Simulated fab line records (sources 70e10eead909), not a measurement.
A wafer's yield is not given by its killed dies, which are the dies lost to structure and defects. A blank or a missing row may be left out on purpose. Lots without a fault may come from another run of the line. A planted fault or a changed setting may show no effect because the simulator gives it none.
One fault seen from 2 desks	flow nand harc	each desk holds nothing but its own numbers, with what lay behind them at the end

## THE TOOL OWNER'S DESK: pvd sputter-03
The tool's own readings at NHARC_P_M2_PVD_21 (deposits Cu, target thk 30 nm, time 20.49 s): means of the sampled wafers that have a number, for each lot that ran on this tool. A lot is out of limits, marked OUT, if its mean lies more than 4 standard deviations from the usual mean; the brackets give that distance.
Columns: A = substrate temp c at NHARC_P_M2_PVD_21, usual 30.00 C; B = throttle valve pct at NHARC_P_M2_PVD_21, usual 29.6 %
lot	first seen here	A	B
L320	day 7 18:11	30.03	29.6
L326	day 10 08:03	30.07	29.3
L331	day 12 16:32	30.00	29.1
L334	day 13 15:16	30.11	29.1
L337	day 15 00:21	30.10	29.2
This desk's finding: nothing out of limits on any of the 5 lots.

## THE METROLOGY DESK
What the gauges read, lot by lot, whatever tool the lot ran on: means of the sampled wafers that have a number. A lot is out of limits, marked OUT, if its mean lies more than 4 standard deviations from the usual mean; the brackets give that distance.
Columns: A = cd nm at NHARC_A_BONDPAD_CD_MEAS_13, usual 499.2 nm
lot	first seen here	A
L319	day 23 12:56	498.0
L318	day 23 13:23	499.0
L317	day 23 14:32	499.8
L320	day 24 04:35	499.8
L321	day 24 18:23	499.4
L322	day 25 15:50	499.8
L325	day 25 21:54	499.3
L326	day 27 06:41	499.4
L329	day 28 06:16	499.9
L331	day 29 01:15	497.7
L334	day 29 08:53	499.0
L338	day 31 05:16	499.1
L337	day 31 09:44	498.6
L336	day 31 10:29	500.1
This desk's finding: nothing out of limits on any of the 14 lots.

## PUT TOGETHER
Nothing out of limits was seen by the tool owner's desk.
From the metrology desk's view, nothing was out of limits.

## WHAT WAS PUT IN BY THE SIMULATOR
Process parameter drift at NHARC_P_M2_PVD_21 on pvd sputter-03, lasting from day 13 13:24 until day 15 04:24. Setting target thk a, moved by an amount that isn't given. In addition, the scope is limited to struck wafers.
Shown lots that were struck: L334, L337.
